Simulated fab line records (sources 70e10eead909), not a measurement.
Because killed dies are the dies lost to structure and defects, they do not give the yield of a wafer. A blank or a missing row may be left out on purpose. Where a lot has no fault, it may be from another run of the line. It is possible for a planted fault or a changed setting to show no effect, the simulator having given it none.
fab line records	flow nand-harc
record lots=12	wafers=36	last-day=34
route steps=1302 shown A_SGD_CUT@907 END@1302
lots untouched by any fault: they come from a run of this same line in which no faults occurred
start-h: start of the lot's first displayed wafer, in hours after the record's first day	wait-h: how many hours have passed since the lot's step before this one	" as in the row above	L1.1+2: several wafers, shown together as one row	- no value, or no start was given	* or withheld: withheld	< > ~ a bound
route shown NAME@n: a module of which the file shows steps, and the number in the route of the first	usual: mean and standard deviation over wafers with no fault	same: alike in all rows	chamber/n: place in a boat	sites: the reading at each site	_std_site: their standard deviation	_edge_site: mean of outer sites minus mean of inner sites	radius-mm: for every site, how far away it sits from the centre of the wafer	mask NAME#n: copy n	behind: the tool/chamber that last shaped the wafer	hold: what put the lot on hold/how long, in hours/how the hold closed	device: whichever transistor did not switch (one of n, p or np)	end of line: at the end of the route, the tests of the same wafers	for a step that has no rows: nothing shown but its recipe	killed: count of dies lost to structure and defects at first sort (not the wafer's yield)	map: per-die view of a wafer (x killed, . not killed, _ where there is no die)
set.NAME: setting as actually run; set.NAME@STEP: the setting as run at that earlier step	model.NAME: the simulator's own value behind a step, which no gauge read
route steps across a sampled set of lots; one table per step, one row per wafer
services: from which hour (start-h, from the record's first day; less than 0 if before it) a tool's chamber was out of use, for how many hours, and why
## steps
# step NHARC_A_SGD_CUT_ETCH_15
# recipe target-depth-a=750	time-s=64.3	ch3f-flow-sccm=50	o2-flow-sccm=30	ar-flow-sccm=200	rf-w=500	bias-w=100	chemistry=CH3F/O2
# usual drypump-motor-current-A=5.5/0.43	oes-product-au=0.960/0.016	rf-vpp-V=263.1/1.5	showerhead-plenum-p-Torr=2.41/0.091	throttle-valve-pct=20.663/0.0095
lot.wafer	tool	chamber	start-h	wait-h	drypump-motor-current-A	oes-product-au	rf-hours-counter-h	rf-vpp-V	showerhead-plenum-p-Torr	throttle-valve-pct
L999.3	rie-diel-11	2	-	-	5.7	0.970	0	261.7	2.32	20.669
L999.1	"	0	"	"	4.9	0.947	0	266.1	2.55	20.657
L999.5	"	1	"	"	4.7	0.956	-	264.4	2.55	20.674
L100.2	rie-diel-06	0	-	-	5.6	0.972	11	264.4	2.43	20.658
L100.1	"	1	"	"	6.2	0.958	11	259.9	2.28	20.659
L100.4	"	3	"	"	5.0	0.966	12	262.8	2.37	20.658
L101.4	rie-diel-12	0	-	-	5.4	0.979	0	262.2	2.41	20.679
L101.1	"	1	"	"	6.0	0.974	0	264.3	2.51	20.678
L101.5	"	1	"	"	5.9	0.976	-	264.7	2.51	20.649
L104.2	rie-diel-12	3	-	-	5.8	0.965	1	261.7	2.47	20.667
L104.1	"	1	"	"	6.0	0.950	2	264.3	2.51	20.669
L104.6	"	3	"	"	5.8	0.967	-	263.2	2.47	20.658
L105.3	rie-diel-12	0	-	-	5.4	0.976	2	264.3	2.41	20.671
L105.6	"	2	"	"	5.5	0.956	-	260.3	2.29	20.669
L105.5	"	3	"	"	5.8	0.985	-	264.8	2.47	20.651
L108.1	rie-diel-12	2	-	-	5.6	0.974	3	261.0	2.29	20.662
L108.5	"	0	"	"	5.4	0.965	-	262.3	2.41	20.662
L108.6	"	1	"	"	6.0	0.986	-	264.6	2.51	20.670
L110.4	rie-diel-12	0	-	-	5.4	0.962	5	262.8	2.41	20.669
L110.2	"	1	"	"	5.9	0.976	5	264.1	2.50	20.662
L110.6	"	0	"	"	5.4	0.957	-	261.9	2.41	20.661
L111.2	rie-diel-11	2	-	-	5.7	0.922	8	261.4	2.32	20.662
L111.1	"	3	"	"	5.5	0.932	8	262.7	2.43	20.656
L111.4	"	0	"	"	4.9	0.923	8	265.3	2.54	20.667
L113.1	rie-diel-11	2	-	-	5.8	0.968	10	261.8	2.32	20.668
L113.6	"	1	"	"	4.7	0.959	-	265.5	2.55	20.671
L113.5	"	2	"	"	5.7	0.972	-	262.4	2.32	20.658
L117.4	rie-diel-11	1	-	-	4.7	0.978	0	264.4	2.54	20.655
L117.3	"	3	"	"	5.5	0.968	0	262.9	2.43	20.658
L117.5	"	0	"	"	4.9	0.979	-	264.8	2.54	20.659
L121.2	rie-diel-12	2	-	-	5.5	0.951	2	261.8	2.29	20.667
L121.1	"	3	"	"	5.9	0.932	1	264.5	2.46	20.665
L121.5	"	1	"	"	6.0	0.952	-	264.5	2.50	20.664
L122.4	rie-diel-06	0	-	-	5.6	0.968	0	263.2	2.43	20.669
L122.2	"	3	"	"	5.0	0.952	1	261.3	2.36	20.670
L122.6	"	0	"	"	5.7	0.971	-	262.1	2.43	20.648
# step NHARC_A_SGD_CUT_CMP_21
# recipe target-thk-nm=148.19
# usual edge-zone-pressure-frac=1.000/0.0055	motor-current-A=12.0/1.4	time-to-endpoint-s=50.2/2.3
lot.wafer	tool	chamber	start-h	wait-h	edge-zone-pressure-frac	motor-current-A	time-to-endpoint-s
L999.3	cmp-03	2	451.84	0.4	0.996	10.8	51.4
L999.1	"	3	"	"	0.996	11.0	52.3
L999.5	"	2	"	"	1.001	11.7	53.7
L100.2	cmp-02	3	451.84	0.4	1.009	13.2	51.4
L100.1	"	1	"	"	1.004	12.3	47.9
L100.4	"	2	"	"	0.995	10.3	49.0
L101.4	cmp-01	3	471.97	0.4	1.012	14.4	51.2
L101.1	"	0	"	"	1.009	10.1	48.3
L101.5	"	0	"	"	1.007	10.1	46.9
L104.1	cmp-02	0	491.48	0.4	1.002	11.4	49.2
L104.2	"	2	"	"	1.001	10.4	45.6
L104.6	"	1	"	"	1.003	12.2	50.6
L105.3	cmp-03	0	502.32	0.4	1.001	12.4	48.0
L105.5	"	3	"	"	1.000	11.2	49.2
L105.6	"	0	"	"	1.001	12.9	50.7
L108.1	cmp-03	1	528.47	0.4	0.999	10.9	51.5
L108.5	"	2	"	"	0.995	11.0	51.9
L108.6	"	3	"	"	1.005	10.9	49.7
L110.2	cmp-03	0	545.16	0.4	1.000	12.5	48.8
L110.4	"	1	"	"	0.998	11.2	53.2
L110.6	"	2	"	"	0.998	10.9	52.6
L111.2	cmp-02	2	570.98	0.4	0.993	10.1	48.3
L111.1	"	3	"	"	1.006	14.0	52.8
L111.4	"	0	"	"	0.999	11.4	50.9
L113.1	cmp-01	0	592.30	0.4	1.001	10.4	50.4
L113.6	"	3	"	"	1.004	15.1	49.1
L113.5	"	0	"	"	1.001	9.7	50.5
L117.4	cmp-03	0	633.30	0.4	0.993	11.8	51.5
L117.3	"	3	"	"	0.996	10.9	48.6
L117.5	"	0	"	"	0.994	12.9	51.0
L121.2	cmp-02	2	670.89	0.4	1.000	10.0	45.6
L121.1	"	3	"	"	1.003	14.1	50.6
L121.5	"	1	"	"	1.009	12.0	46.1
L122.2	cmp-02	2	682.06	0.4	0.995	10.1	52.3
L122.4	"	3	"	"	1.007	14.1	51.9
L122.6	"	2	"	"	0.998	10.6	51.1
# step NHARC_A_SGD_CUT_ETCH_26
# recipe target-depth-a=458	chemistry=dHF	material=SiO2
lot.wafer	tool	chamber	start-h	wait-h
L999.5+3+1	wet-bench-04	5,7,0	452.16	0.0
L100.4+2+1	wet-bench-07	6,7,3	452.17	0.0
L101.5+1+4	wet-bench-07	6,0,2	472.29	0.0
L104.2+1+6	wet-bench-07	5,0,1	491.80	0.0
L105.3+5+6	wet-bench-04	7,1,2	502.63	0.0
L108.5+6+1	wet-bench-03	6,0,1	528.73	0.0
L110.4+2+6	wet-bench-03	6,0,2	545.44	0.0
L111.4+1+2	wet-bench-03	5,6,7	571.33	0.0
L113.5+6+1	wet-bench-04	2,3,4	592.61	0.0
L117.5+4+3	wet-bench-03	2,4,7	633.62	0.0
L121.5+2+1	wet-bench-04	2,3,5	671.16	0.0
L122.4+2+6	wet-bench-07	1,2,3	682.37	0.0
# step NHARC_A_SGD_CUT_STRIP_28
# recipe time-s=20	o2-flow-sccm=500	ar-flow-sccm=0	bias-w=0	chemistry=O2
# usual drypump-motor-current-A=5.5/0.44	oes-product-au=0.999/0.0072	rf-vpp-V=57.7/0.83	showerhead-plenum-p-Torr=3.46/0.12	throttle-valve-pct=17.037/0.0088
lot.wafer	tool	chamber	start-h	wait-h	drypump-motor-current-A	oes-product-au	rf-hours-counter-h	rf-vpp-V	showerhead-plenum-p-Torr	throttle-valve-pct
L100.1	rie-diel-06	0	-	-	5.6	0.999	12	57.8	3.49	17.043
L100.4	"	2	"	"	5.0	0.993	13	57.1	3.37	17.039
L100.2	"	3	"	"	5.0	0.985	13	58.2	3.40	17.034
L999.1	rie-diel-11	2	452.49	0.2	5.8	0.994	0	57.6	3.34	17.057
L999.3	"	1	"	"	4.7	0.999	1	58.6	3.65	17.041
L999.5	"	1	"	"	4.7	0.991	-	58.6	3.65	17.028
L101.1	rie-diel-12	0	-	-	5.4	0.995	1	57.9	3.46	17.045
L101.4	"	2	"	"	5.5	0.998	1	57.2	3.30	17.055
L101.5	"	3	"	"	5.8	0.993	-	57.9	3.54	17.038
L104.1	rie-diel-12	2	-	-	5.5	0.994	2	56.9	3.30	17.028
L104.2	"	1	"	"	5.9	1.010	2	57.1	3.59	17.048
L104.6	"	2	"	"	5.5	1.004	-	57.2	3.30	17.024
L105.3	rie-diel-11	3	-	-	5.6	1.003	3	58.7	3.49	17.030
L105.5	"	2	"	"	5.8	0.987	-	56.4	3.34	17.045
L105.6	"	3	"	"	5.5	0.997	-	57.2	3.49	17.024
L108.1	rie-diel-06	3	-	-	5.0	0.998	2	57.8	3.40	17.039
L108.6	"	2	"	"	4.9	1.006	-	58.1	3.37	17.030
L108.5	"	3	"	"	5.0	1.009	-	57.4	3.40	17.054
L110.4	rie-diel-12	3	-	-	5.8	0.999	5	58.7	3.54	17.048
L110.2	"	2	"	"	5.5	0.997	5	57.1	3.30	17.011
L110.6	"	3	"	"	5.9	0.998	-	57.2	3.54	17.042
L111.1	rie-diel-06	1	-	-	6.2	1.006	6	57.4	3.28	17.040
L111.2	"	2	"	"	5.0	0.998	5	57.0	3.37	17.050
L111.4	"	3	"	"	5.1	0.997	5	57.9	3.40	17.027
L113.1	rie-diel-11	2	-	-	5.7	0.992	10	56.5	3.33	17.021
L113.5	"	2	"	"	5.7	0.993	-	57.8	3.33	17.038
L113.6	"	3	"	"	5.5	0.997	-	57.1	3.48	17.031
L117.3	rie-diel-06	0	-	-	5.6	0.987	12	58.9	3.48	17.033
L117.4	"	1	"	"	6.2	1.004	11	57.1	3.27	17.041
L117.5	"	2	"	"	5.0	0.997	-	57.3	3.36	17.030
L121.1	rie-diel-12	1	-	-	6.0	0.996	2	57.0	3.59	17.033
L121.2	"	2	"	"	5.5	1.006	2	57.7	3.29	17.037
L121.5	"	0	"	"	5.4	1.008	-	59.0	3.46	17.036
L122.4	rie-diel-12	2	-	-	5.5	0.997	2	57.0	3.29	17.030
L122.2	"	1	"	"	6.0	1.016	2	57.7	3.59	17.051
L122.6	"	2	"	"	5.5	0.997	-	58.3	3.29	17.026
# step NHARC_A_SGD_CUT_INSPECT_25
# usual raw-defect-count=394/86
lot.wafer	tool	chamber	start-h	wait-h	raw-defect-count
L100.1	defect-inspect-02	-	452.57	-	270
L100.2	"	-	"	"	342
L100.4	"	-	"	"	305
L999.1	defect-inspect-01	-	452.59	-	551
L999.3	"	-	"	"	415
L999.5	"	-	"	"	400
L101.1	defect-inspect-01	-	472.69	-	335
L101.4	"	-	"	"	361
L101.5	"	-	"	"	377
L104.1	defect-inspect-01	-	492.20	-	416
L104.2	"	-	"	"	396
L104.6	"	-	"	"	296
L105.3	defect-inspect-02	-	503.10	-	386
L105.5	"	-	"	"	379
L105.6	"	-	"	"	279
L108.1	defect-inspect-02	-	529.11	-	671
L108.5	"	-	"	"	521
L108.6	"	-	"	"	399
L110.2	defect-inspect-02	-	545.83	-	365
L110.4	"	-	"	"	376
L110.6	"	-	"	"	435
L111.1	defect-inspect-02	-	571.72	-	587
L111.2	"	-	"	"	450
L111.4	"	-	"	"	563
L113.1	defect-inspect-02	-	593.03	-	334
L113.5	"	-	"	"	253
L113.6	"	-	"	"	363
L117.3	defect-inspect-01	-	634.02	-	383
L117.4	"	-	"	"	430
L117.5	"	-	"	"	1658
L121.1	defect-inspect-01	-	671.56	-	491
L121.2	"	-	"	"	361
L121.5	"	-	"	"	456
L122.2	defect-inspect-01	-	682.76	-	397
L122.4	"	-	"	"	311
L122.6	"	-	"	"	455
# step NHARC_END_SORT_01
# recipe temp-c=25
# usual killed-at-array=54/23	killed-at-other=1.2/1.5	killed-at-periphery=3.9/2.5	killed-dies=59/23	killed-open=3.2/1.7	killed-short=2.4/1.6
# same gross-dies=677
lot.wafer	tool	chamber	start-h	wait-h	killed-at-array	killed-at-other	killed-at-periphery	killed-dies	killed-open	killed-short
L111.2	prober-01	0	692.93	2.8	52	0	3	55	4	3
L113.1	prober-02	0	713.84	2.5	20	0	8	28	5	3
L113.5	prober-02	0	717.10	3.8	23	1	10	34	2	3
L113.6	prober-02	0	717.91	4.1	25	0	4	29	4	1
L117.3	prober-02	0	750.52	3.2	75	1	3	79	1	0
L117.4	prober-02	0	751.34	3.5	82	0	4	86	2	3
L117.5	prober-02	0	752.15	3.8	166	0	3	169	3	2
# killed by level:class
L111.2 A_SLIT:chamber-film-flake=19 A_CHANNEL_HOLE_D2:chamber-film-flake=8 A_CHANNEL_HOLE_D1:chamber-film-flake=6 A_CONTACT:chamber-film-flake=6 A_STAIRCASE:chamber-film-flake=4 A_CHANNEL_FILL_D1:geometric-particle:short=2 P_ZERO_WELL:chamber-film-flake=2 A_WL_FILL:chamber-film-flake=2
L113.1 A_CHANNEL_HOLE_D1:chamber-film-flake=7 A_STAIRCASE:chamber-film-flake=5 P_GATE:chamber-film-flake=2 A_CHANNEL_FILL_D1:chamber-film-flake=2 A_SLIT:chamber-film-flake=2 P_GATE:geometric-particle:open=1 P_CONTACT:geometric-particle:open=1 P_M0:geometric-particle:short=1
L113.5 A_CHANNEL_HOLE_D1:chamber-film-flake=9 P_M2:chamber-film-flake=5 P_GATE:chamber-film-flake=3 A_SLIT:chamber-film-flake=3 P_STI:chamber-film-flake=2 A_STAIRCASE:chamber-film-flake=2 A_SOURCE_PLATE:geometric-particle:short=1 A_CHANNEL_FILL_D1:geometric-particle:open=1
L113.6 A_CHANNEL_HOLE_D1:chamber-film-flake=11 P_GATE:chamber-film-flake=3 A_DECK1_JOINT:chamber-film-flake=3 A_STAIRCASE:chamber-film-flake=2 P_M2:geometric-particle:open=1 A_SOURCE_PLATE:geometric-particle:open=1 A_CHANNEL_FILL_D1:geometric-particle:open=1 A_WL_FILL:geometric-particle:short=1
L117.3 A_CHANNEL_HOLE_D1:chamber-film-flake=32 A_CHANNEL_HOLE_D2:chamber-film-flake=25 A_SLIT:chamber-film-flake=7 A_CONTACT:chamber-film-flake=7 A_STAIRCASE:chamber-film-flake=3 P_BONDPAD:chamber-film-flake=2 P_M1:geometric-particle:open=1 A_BONDPAD:chamber-film-flake=1
L117.4 A_CHANNEL_HOLE_D1:chamber-film-flake=39 A_CHANNEL_HOLE_D2:chamber-film-flake=17 A_CONTACT:chamber-film-flake=11 A_SLIT:chamber-film-flake=6 P_M0:chamber-film-flake=2 A_WL_FILL:chamber-film-flake=2 P_CONTACT:geometric-particle:open=1 A_CHANNEL_FILL_D1:geometric-particle:short=1
L117.5 A_SGD_CUT:unspecified=86 A_CHANNEL_HOLE_D1:chamber-film-flake=38 A_CHANNEL_HOLE_D2:chamber-film-flake=22 A_SLIT:chamber-film-flake=6 A_CONTACT:chamber-film-flake=4 A_STAIRCASE:chamber-film-flake=3 A_SGD_CUT:chamber-film-flake=2 P_STI:geometric-particle:open=1
## services
tool	chamber	start-h	hours	kind
cmp-02	-	428.50	4.0	pm
rie-diel-11	-	432.50	9.0	pm
rie-diel-12	-	445.56	9.0	pm
rie-diel-11	3	446.23	9.7	repair
cmp-03	-	456.00	4.0	pm
rie-diel-12	-	459.42	0.6	repair
cmp-01	-	479.59	4.0	pm
rie-diel-06	-	484.20	9.0	pm
wet-bench-07	-	512.00	8.0	pm
cmp-02	-	526.50	4.0	pm
rie-diel-06	2	549.16	4.7	repair
rie-diel-06	3	550.61	6.1	repair
cmp-03	-	554.00	4.0	pm
wet-bench-03	-	562.40	8.0	pm
wet-bench-04	-	579.23	8.0	pm
rie-diel-12	0	592.99	12.1	repair
rie-diel-11	1	603.66	2.5	repair
rie-diel-11	-	609.50	9.0	pm
cmp-02	-	617.47	0.8	repair
rie-diel-12	-	622.56	9.0	pm
cmp-02	-	624.51	4.0	pm
cmp-03	-	652.00	4.0	pm
cmp-02	-	653.37	2.1	repair
rie-diel-06	-	661.20	9.0	pm
## key
first-sign step=NHARC_A_SGD_CUT_INSPECT_25	reading=raw-defect-count	direction=up	sigmas=15	usual=394	struck=1658
effect step=NHARC_END_SORT_01	reading=killed-at-array	direction=up	sigmas=4.8	usual=54	struck=166
more-kills-born-at NHARC_A_SGD_CUT_ETCH_26@wet-bench-03=86
met-at NHARC_A_SGD_CUT_ETCH_26
struck-lots L117
struck-wafers L117.5
tester-left-out L117
not-acting-at NHARC_A_SGD_CUT_ETCH_15,NHARC_A_SGD_CUT_CMP_21,NHARC_A_SGD_CUT_STRIP_28
onset-between 545.44 633.62
fault kind=chamber-particle-source	tool=wet-bench-03	chamber=2	onset-h=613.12	steps=NHARC_A_SGD_CUT_ETCH_26	rate-per-visit-cm2=2.0201	end-h=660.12
# tester-left-out: of these lots the tester's yield and bins aren't shown, on N5 and GAA mostly nor the transistor test; their killed dies are dies lost to structure and defects alone, not to doping, threshold or leakage, so they don't give the yield
